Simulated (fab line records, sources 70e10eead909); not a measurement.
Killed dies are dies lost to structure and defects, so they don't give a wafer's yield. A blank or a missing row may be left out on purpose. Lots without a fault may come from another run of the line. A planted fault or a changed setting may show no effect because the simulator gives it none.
Chamber matching | flow nand_harc | NHARC_P_M1_STRIP_18 on rie_diel-02: 4 sister chambers
The step strips in N2/H2. 8 wafers are shown with their chamber, then 10 later ones without.

WAFERS WITH THEIR CHAMBER
wafer  | chamber | drypump_motor_current_A (A) | oes_product_au (a.u.)
L076.6 | 2       | 6.5                         | 0.987
L078.1 | 2       | 6.4                         | 0.986
L080.5 | 3       | 5.1                         | 0.981
L083.1 | 3       | 5.1                         | 0.981
L086.3 | 0       | 5.7                         | 0.997
L086.5 | 1       | 5.2                         | 1.002
L087.4 | 1       | 5.2                         | 0.986
L087.5 | 0       | 5.7                         | 0.983

WAFERS WITHOUT THEIR CHAMBER
wafer  | drypump_motor_current_A (A) | oes_product_au (a.u.)
L087.6 | 5.2                         | 0.981
L092.3 | 5.1                         | 0.989
L092.4 | 5.7                         | 0.993
L092.6 | 6.5                         | 1.003
L094.4 | 5.7                         | 0.995
L094.5 | 5.1                         | 0.986
L094.6 | 6.5                         | 0.993
L095.1 | 5.1                         | 0.982
L095.5 | 5.7                         | 0.976
L095.6 | 6.5                         | 1.006

WHICH CHAMBER EACH WENT THROUGH
wafer  | from the rows above     | in truth
L087.6 | can't be placed: 1 or 3 | 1
L092.3 | can't be placed: 3 or 1 | 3
L092.4 | 0                       | 0
L092.6 | 2                       | 2
L094.4 | 0                       | 0
L094.5 | 3                       | 3
L094.6 | 2                       | 2
L095.1 | 3                       | 3
L095.5 | 0                       | 0
L095.6 | 2                       | 2
Placed correctly: 8 of 10. Can't be placed from these rows: 2 (the true chamber is among the candidates in 2). Placed wrongly: 0.
How it was worked out, from the rows above alone: a wafer's distance from a chamber is the root of the sum, over the readings, of the square of ((its reading less the chamber's mean) divided by the reading's scatter). The wafer belongs to the nearest chamber; if the next one is less than 2 further off, it can't be placed. A chamber's mean is the mean of its shown wafers. The scatter: the root of (the sum of the squares of (reading less its chamber's mean) over the shown wafers, divided by (wafers less chambers)).
